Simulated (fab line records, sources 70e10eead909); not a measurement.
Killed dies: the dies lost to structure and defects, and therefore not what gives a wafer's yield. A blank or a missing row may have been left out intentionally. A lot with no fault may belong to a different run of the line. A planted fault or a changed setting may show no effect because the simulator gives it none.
Which tool was responsible? ; flow nandHarc ; 72 wafers from 24 lots sampled at 6 of the route's 1302 steps

## WHAT THE GAUGES READ, wafer by wafer
NHARC_A_SLIT_CD_MEAS_09: the cd target is 300 nm.
lot;measured;on;cdNm (nm)
L074;day 19 15:52;cdSem-01;299.9 299.4 299.3
L075;day 20 15:43;cdSem-03;300.4 300.0 300.4
L076;day 21 05:22;cdSem-02;300.5 299.6 300.7
L078;day 21 05:12;cdSem-02;299.4 300.5 299.8
L077;day 21 15:05;cdSem-03;299.6 300.1 301.0
L079;day 22 01:16;cdSem-01;299.5 299.3 299.2
L080;day 22 10:29;cdSem-01;299.4 300.3 300.1
L081;day 23 01:47;cdSem-01;299.6 299.0 299.9
L082;day 23 01:46;cdSem-03;299.7 299.6 300.4
L083;day 23 14:14;cdSem-03;299.5 299.7 299.3
L084;day 23 13:32;cdSem-01;300.4 300.0 300.3
L086;day 24 14:32;cdSem-02;299.8 299.2 299.0
L087;day 24 18:18;cdSem-01;299.7 300.2 299.8
L085;day 24 18:28;cdSem-02;300.1 299.9 300.2
L088;day 25 01:53;cdSem-02;300.4 300.2 300.2
L089;day 25 02:46;cdSem-02;299.7 300.3 300.4
L090;day 26 00:07;cdSem-01;300.7 300.3 300.0
L091;day 26 20:12;cdSem-01;299.7 299.8 300.0
L092;day 27 03:10;cdSem-01;299.9 299.5 299.8
L093;day 27 21:53;cdSem-01;299.5 299.6 299.2
L094;day 28 08:16;cdSem-03;299.9 299.9 299.0
L095;day 28 08:26;cdSem-01;300.2 299.3 300.0
L096;day 28 12:02;cdSem-03;300.6 300.1 300.2
L097;day 28 18:35;cdSem-03;299.6 299.9 300.8

NHARC_A_SLIT_CD_MEAS_21.
lot;measured;on;cdNm (nm)
L074;day 19 22:23;cdSem-02;291.4 289.8 291.1
L075;day 20 22:15;cdSem-01;290.0 289.6 289.6
L076;day 21 11:51;cdSem-01;290.2 289.5 290.9
L078;day 21 11:39;cdSem-02;290.1 289.7 290.0
L077;day 21 21:32;cdSem-01;288.6 288.6 288.9
L079;day 22 07:40;cdSem-01;290.8 290.6 289.7
L080;day 23 00:02;cdSem-01;289.3 289.8 289.9
L081;day 23 08:16;cdSem-01;289.3 289.9 288.7
L082;day 23 08:19;cdSem-03;291.9 290.6 290.9
L083;day 23 20:46;cdSem-03;289.7 290.9 291.0
L084;day 23 20:25;cdSem-02;289.8 290.5 291.0
L086;day 24 21:00;cdSem-01;291.0 290.7 289.9
L087;day 25 00:49;cdSem-02;289.5 289.0 289.3
L085;day 25 01:29;cdSem-01;290.5 290.4 291.1
L088;day 25 08:48;cdSem-03;288.7 288.7 288.3
L089;day 25 12:38;cdSem-01;290.2 289.7 290.1
L090;day 26 06:37;cdSem-02;291.7 290.1 290.7
L091;day 27 02:44;cdSem-03;290.2 290.3 291.2
L092;day 27 13:31;cdSem-01;289.0 290.2 289.1
L093;day 28 04:20;cdSem-02;287.8 288.8 288.9
L094;day 28 14:44;cdSem-03;289.5 289.7 290.3
L095;day 28 15:44;cdSem-01;291.2 290.3 290.1
L096;day 28 18:31;cdSem-01;290.7 290.2 289.2
L097;day 29 02:32;cdSem-03;289.6 290.2 290.0

## WHAT TOOL EACH LOT RAN ON (gives the tool, then ch and the chambers of the sampled wafers, and finally the start)
lot;NHARC_A_STAIRCASE_STRIP_475;NHARC_A_SGD_CUT_ETCH_59;NHARC_A_SLIT_DESCUM_14;NHARC_A_SLIT_STRIP_18
L074;rieDiel-07 ch 0,1, day 19 15:52 or earlier;rieDiel-08 ch 0,3, day 19 15:52 or earlier;rieDiel-06 ch 0,1, day 19 16:04;rieDiel-13 ch 2,3, day 19 22:23 or earlier
L075;rieDiel-10 ch 1,2, day 20 01:39;rieDiel-09 ch 1,2, day 20 15:43 or earlier;rieDiel-02 ch 0,2, day 20 15:55;rieDiel-06 ch 0,1,2, day 20 22:15 or earlier
L076;rieDiel-03 ch 0,2,3, day 20 15:50;rieDiel-09 ch 0,1,2, day 21 05:22 or earlier;rieDiel-13 ch 0,2, day 21 05:34;rieDiel-13 ch 0,2, day 21 11:51 or earlier
L078;rieDiel-03 ch 0,1,3, day 21 05:12 or earlier;rieDiel-04 ch 2,3, day 21 05:12 or earlier;rieDiel-02 ch 0,1,2, day 21 05:25;rieDiel-02 ch 0,1,3, day 21 11:39 or earlier
L077;rieDiel-03 ch 1,2,3, day 21 15:05 or earlier;rieDiel-04 ch 1,2,3, day 21 15:05 or earlier;rieDiel-13 ch 0,2,3, day 21 15:16;rieDiel-13 ch 1,2,3, day 21 21:32 or earlier
L079;rieDiel-10 ch 0,2,3, day 22 01:16 or earlier;rieDiel-09 ch 0,1,3, day 22 01:16 or earlier;rieDiel-13 ch 0,2, day 22 01:27;rieDiel-13 ch 1,2,3, day 22 07:40 or earlier
L080;rieDiel-03 ch 0,2, day 22 10:29 or earlier;rieDiel-04 ch 0,2, day 22 10:29 or earlier;rieDiel-13 ch 0,1, day 22 10:40;rieDiel-02 ch 2,3, day 23 00:02 or earlier
L081;rieDiel-07 ch 0,2,3, day 23 01:47 or earlier;rieDiel-04 ch 0,1,2, day 23 01:47 or earlier;rieDiel-02 ch 1,3, day 23 01:59;rieDiel-06 ch 0,2,3, day 23 08:16 or earlier
L082;rieDiel-10 ch 0,2,3, day 23 01:46 or earlier;rieDiel-09 ch 0,1,3, day 23 01:46 or earlier;rieDiel-13 ch 0,2,3, day 23 01:56;rieDiel-13 ch 0,1,3, day 23 08:19 or earlier
L083;rieDiel-07 ch 2,3, day 23 14:14 or earlier;rieDiel-09 ch 0,2,3, day 23 14:14 or earlier;rieDiel-06 ch 1,2, day 23 14:25;rieDiel-13 ch 0,1, day 23 20:46 or earlier
L084;rieDiel-10 ch 0,2,3, day 23 13:32 or earlier;rieDiel-04 ch 0,1, day 23 13:32 or earlier;rieDiel-02 ch 0,1,2, day 23 13:44;rieDiel-13 ch 0,2,3, day 23 20:25 or earlier
L086;rieDiel-03 ch 0,2, day 24 14:32 or earlier;rieDiel-08 ch 0,1,3, day 24 14:32 or earlier;rieDiel-02 ch 1,3, day 24 14:44;rieDiel-13 ch 0,2,3, day 24 21:00 or earlier
L087;rieDiel-10 ch 0,3, day 24 18:18 or earlier;rieDiel-04 ch 1,3, day 24 18:18 or earlier;rieDiel-13 ch 0,1, day 24 18:29;rieDiel-06 ch 0,1, day 25 00:49 or earlier
L085;rieDiel-03 ch 2,3, day 24 18:28 or earlier;rieDiel-08 ch 0,2,3, day 24 18:28 or earlier;rieDiel-02 ch 0,1,2, day 24 18:40;rieDiel-13 ch 0,1,3, day 25 01:29 or earlier
L088;rieDiel-10 ch 1,3, day 25 01:53 or earlier;rieDiel-04 ch 2,3, day 25 01:53 or earlier;rieDiel-13 ch 0,2, day 25 02:04;rieDiel-02 ch 0,2,3, day 25 08:48 or earlier
L089;rieDiel-07 ch 0,1,2, day 25 02:46 or earlier;rieDiel-08 ch 0,1,3, day 25 02:46 or earlier;rieDiel-06 ch 0,1,2, day 25 02:56;rieDiel-02 ch 0,1,2, day 25 12:38 or earlier
L090;rieDiel-10 ch 0,1,2, day 26 00:07 or earlier;rieDiel-09 ch 2,3, day 26 00:07 or earlier;rieDiel-06 ch 0,1,2, day 26 00:19;rieDiel-02 ch 0,1,3, day 26 06:37 or earlier
L091;rieDiel-07 ch 0,1,3, day 26 20:12 or earlier;rieDiel-08 ch 0,3, day 26 20:12 or earlier;rieDiel-06 ch 0,1, day 26 20:23;rieDiel-13 ch 0,2,3, day 27 02:44 or earlier
L092;rieDiel-03 ch 0,1,3, day 27 03:10 or earlier;rieDiel-09 ch 2,3, day 27 03:10 or earlier;rieDiel-06 ch 0,1,3, day 27 03:22;rieDiel-06 ch 1,2, day 27 13:31 or earlier
L093;rieDiel-03 ch 0,1,3, day 27 21:53 or earlier;rieDiel-09 ch 1,2, day 27 21:53 or earlier;rieDiel-13 ch 0,1,2, day 27 22:06;rieDiel-06 ch 0,2,3, day 28 04:20 or earlier
L094;rieDiel-10 ch 2,3, day 28 08:16 or earlier;rieDiel-09 ch 0,1,2, day 28 08:16 or earlier;rieDiel-13 ch 0,3, day 28 08:28;rieDiel-02 ch 2,3, day 28 14:44 or earlier
L095;rieDiel-07 ch 2,3, day 28 08:26 or earlier;rieDiel-04 ch 2,3, day 28 08:26 or earlier;rieDiel-06 ch 0,2,3, day 28 08:37;rieDiel-13 ch 0,1,2, day 28 15:44 or earlier
L096;rieDiel-10 ch 1,2,3, day 28 12:02 or earlier;rieDiel-08 ch 2,3, day 28 12:02 or earlier;rieDiel-13 ch 2,3, day 28 12:14;rieDiel-02 ch 1,2,3, day 28 18:31 or earlier
L097;rieDiel-03 ch 0,1, day 28 18:35 or earlier;rieDiel-08 ch 2,3, day 28 18:35 or earlier;rieDiel-02 ch 1,2,3, day 28 18:46;rieDiel-02 ch 0,2,3, day 29 02:32 or earlier
- NHARC_A_STAIRCASE_STRIP_475: strips in O2, time 20 s.
- NHARC_A_SGD_CUT_ETCH_59: etches the open film in N2/H2, target depth 260 nm, time 406.25 s.
- NHARC_A_SLIT_DESCUM_14: chemistry O2, time 3 s.
- NHARC_A_SLIT_STRIP_18: strips in O2.

## AS READ BY THE TOOLS THEMSELVES (means over the sampled wafers that have a number; for cases with no such wafer, the mark the record gives instead)
NHARC_A_STAIRCASE_STRIP_475.
lot;tool;drypumpMotorCurrentA (A);oesProductAu (a.u.);rfVppV (V);showerheadPlenumPTorr (Torr);throttleValvePct (%)
L074;rieDiel-07;5.8;0.991;58.3;3.43;17.041
L075;rieDiel-10;6.3;0.992;58.3;3.64;17.039
L076;rieDiel-03;5.6;1.009;58.0;3.47;17.040
L078;rieDiel-03;5.9;1.002;57.8;3.52;17.042
L077;rieDiel-03;5.6;1.004;57.3;3.61;17.039
L079;rieDiel-10;5.4;1.009;57.8;3.62;17.034
L080;rieDiel-03;5.9;0.995;57.0;3.48;17.039
L081;rieDiel-07;6.0;1.004;56.7;3.42;17.038
L082;rieDiel-10;5.4;1.000;57.8;3.61;17.047
L083;rieDiel-07;6.0;1.008;57.5;3.42;17.032
L084;rieDiel-10;5.5;1.003;58.8;3.61;17.042
L086;rieDiel-03;5.5;0.992;57.8;3.55;17.042
L087;rieDiel-10;5.2;1.003;58.0;3.52;17.039
L085;rieDiel-03;5.3;0.998;57.4;3.54;17.039
L088;rieDiel-10;5.8;1.001;57.4;3.41;17.037
L089;rieDiel-07;5.9;1.003;57.2;3.40;17.036
L090;rieDiel-10;6.1;0.999;57.7;3.53;17.044
L091;rieDiel-07;6.0;1.000;57.6;3.50;17.041
L092;rieDiel-03;6.0;1.007;57.5;3.50;17.032
L093;rieDiel-03;6.0;1.007;58.1;3.49;17.036
L094;rieDiel-10;5.1;0.993;57.8;3.59;17.029
L095;rieDiel-07;6.1;1.001;56.7;3.41;17.039
L096;rieDiel-10;5.7;0.996;57.3;3.53;17.027
L097;rieDiel-03;6.2;0.997;58.8;3.63;17.033

NHARC_A_SGD_CUT_ETCH_59.
lot;tool;drypumpMotorCurrentA (A);n2FlowSccm (sccm);oesProductAu (a.u.);rfVppV (V);showerheadPlenumPTorr (Torr);throttleValvePct (%)
L074;rieDiel-08;5.8;150.1;0.992;431.4;2.08;14.172
L075;rieDiel-09;5.4;149.8;1.016;429.5;2.05;14.172
L076;rieDiel-09;5.5;149.5;1.008;431.5;2.07;14.175
L078;rieDiel-04;6.0;150.4;1.020;431.9;2.08;14.179
L077;rieDiel-04;5.6;149.8;1.012;430.7;2.03;14.165
L079;rieDiel-09;5.8;149.8;1.008;430.4;2.07;14.179
L080;rieDiel-04;5.7;150.2;1.018;431.5;2.08;14.168
L081;rieDiel-04;5.7;149.9;1.016;431.5;2.08;14.168
L082;rieDiel-09;5.8;150.2;0.999;431.1;2.07;14.166
L083;rieDiel-09;5.5;149.7;1.002;434.0;2.14;14.167
L084;rieDiel-04;5.4;149.9;1.010;429.9;2.03;14.167
L086;rieDiel-08;5.7;150.2;0.996;430.9;2.07;14.168
L087;rieDiel-04;5.4;150.3;1.001;427.8;1.94;14.172
L085;rieDiel-08;5.9;149.5;1.000;432.7;2.12;14.169
L088;rieDiel-04;5.7;149.8;1.005;429.0;1.99;14.184
L089;rieDiel-08;5.7;149.7;0.999;432.3;2.07;14.171
L090;rieDiel-09;5.7;149.7;1.003;432.6;2.12;14.159
L091;rieDiel-08;5.9;150.1;0.995;431.6;2.08;14.172
L092;rieDiel-09;5.7;150.4;1.014;433.2;2.12;14.168
L093;rieDiel-09;5.4;150.0;1.004;430.0;2.04;14.171
L094;rieDiel-09;5.5;150.4;1.001;431.2;2.06;14.169
L095;rieDiel-04;6.0;150.3;1.016;431.8;2.08;14.175
L096;rieDiel-08;6.0;149.8;1.002;432.1;2.11;14.177
L097;rieDiel-08;5.9;150.0;0.999;433.2;2.15;14.170

NHARC_A_SLIT_DESCUM_14.
lot;tool;drypumpMotorCurrentA (A);oesProductAu (a.u.);rfVppV (V);showerheadPlenumPTorr (Torr);throttleValvePct (%)
L074;rieDiel-06;6.4;0.990;57.7;1.80;11.304
L075;rieDiel-02;5.9;0.998;57.8;1.90;11.304
L076;rieDiel-13;5.4;1.002;57.7;2.02;11.303
L078;rieDiel-02;5.8;0.988;57.5;1.95;11.313
L077;rieDiel-13;5.7;1.004;57.6;1.94;11.315
L079;rieDiel-13;5.3;1.001;58.4;1.99;11.318
L080;rieDiel-13;5.4;1.010;58.0;1.93;11.311
L081;rieDiel-02;5.7;0.995;59.0;1.96;11.316
L082;rieDiel-13;5.7;1.006;58.0;1.94;11.314
L083;rieDiel-06;5.9;1.002;58.1;1.82;11.321
L084;rieDiel-02;5.8;0.997;58.3;1.94;11.301
L086;rieDiel-02;5.7;0.997;58.3;1.96;11.302
L087;rieDiel-13;5.4;1.001;58.2;1.93;11.311
L085;rieDiel-02;5.8;1.002;57.5;1.94;11.318
L088;rieDiel-13;5.3;1.003;58.1;2.02;11.312
L089;rieDiel-06;6.1;0.994;57.3;1.82;11.314
L090;rieDiel-06;6.1;1.005;58.0;1.82;11.314
L091;rieDiel-06;6.4;1.000;56.7;1.80;11.320
L092;rieDiel-06;6.0;0.998;57.8;1.85;11.314
L093;rieDiel-13;5.4;0.995;57.9;1.96;11.309
L094;rieDiel-13;6.0;1.007;57.0;1.86;11.310
L095;rieDiel-06;6.0;0.997;58.1;1.87;11.312
L096;rieDiel-13;5.8;1.000;58.1;1.97;11.314
L097;rieDiel-02;5.8;0.992;58.3;1.92;11.310

NHARC_A_SLIT_STRIP_18.
lot;tool;drypumpMotorCurrentA (A);oesProductAu (a.u.);rfVppV (V);showerheadPlenumPTorr (Torr);throttleValvePct (%)
L074;rieDiel-13;6.1;1.002;58.3;3.50;17.032
L075;rieDiel-06;6.2;0.999;57.6;3.38;17.028
L076;rieDiel-13;5.3;1.000;57.7;3.71;17.031
L078;rieDiel-02;5.7;0.996;58.2;3.65;17.036
L077;rieDiel-13;5.9;1.011;58.3;3.55;17.036
L079;rieDiel-13;5.9;1.008;57.6;3.55;17.049
L080;rieDiel-02;5.8;1.003;58.1;3.52;17.036
L081;rieDiel-06;6.0;1.005;57.2;3.46;17.036
L082;rieDiel-13;5.9;1.002;57.1;3.49;17.042
L083;rieDiel-13;5.4;1.001;57.7;3.57;17.041
L084;rieDiel-13;5.7;1.009;57.8;3.58;17.023
L086;rieDiel-13;5.7;1.009;58.0;3.57;17.037
L087;rieDiel-06;6.4;1.000;57.6;3.33;17.025
L085;rieDiel-13;5.9;1.009;58.5;3.49;17.031
L088;rieDiel-02;5.8;1.001;57.8;3.57;17.026
L089;rieDiel-02;5.8;1.003;58.4;3.58;17.033
L090;rieDiel-02;5.7;0.999;57.9;3.65;17.038
L091;rieDiel-13;5.7;1.007;59.1;3.57;17.031
L092;rieDiel-06;5.9;1.005;57.1;3.42;17.038
L093;rieDiel-06;6.0;0.997;57.1;3.46;17.039
L094;rieDiel-02;5.9;0.996;57.3;3.45;17.034
L095;rieDiel-13;5.4;1.001;58.9;3.61;17.048
L096;rieDiel-02;5.8;0.998;57.6;3.54;17.031
L097;rieDiel-02;5.8;1.003;57.8;3.56;17.040

## THE ANSWER, worked out from the rows above alone
Rule: the usual values come from the lots themselves. The widest of any qualifying gaps counts: lots, ordered by their means at a reading, are off when they make up no more than a third of the lots, leave a main group of 4 or more, and stand apart from it by 3 or more times the standard deviation of that group's means. A main group whose means are all the same, to the digits that the tables above print for the reading, isn't used. A lot without any number at a reading at which 4 lots or more have one is off too. Where the step has rows for the other lots, those lots are counted as sound. Order of review: gauges by route order, followed by the tools' own readings, for which a lot's mean as printed above is used. The first step at which some lot is off is used, and at that step the reading that is off furthest; a lot without a number counts as furthest.
No lot is off on any of the readings shown, so nothing can be concluded from this.

## WHAT THE SIMULATOR HAD INSERTED
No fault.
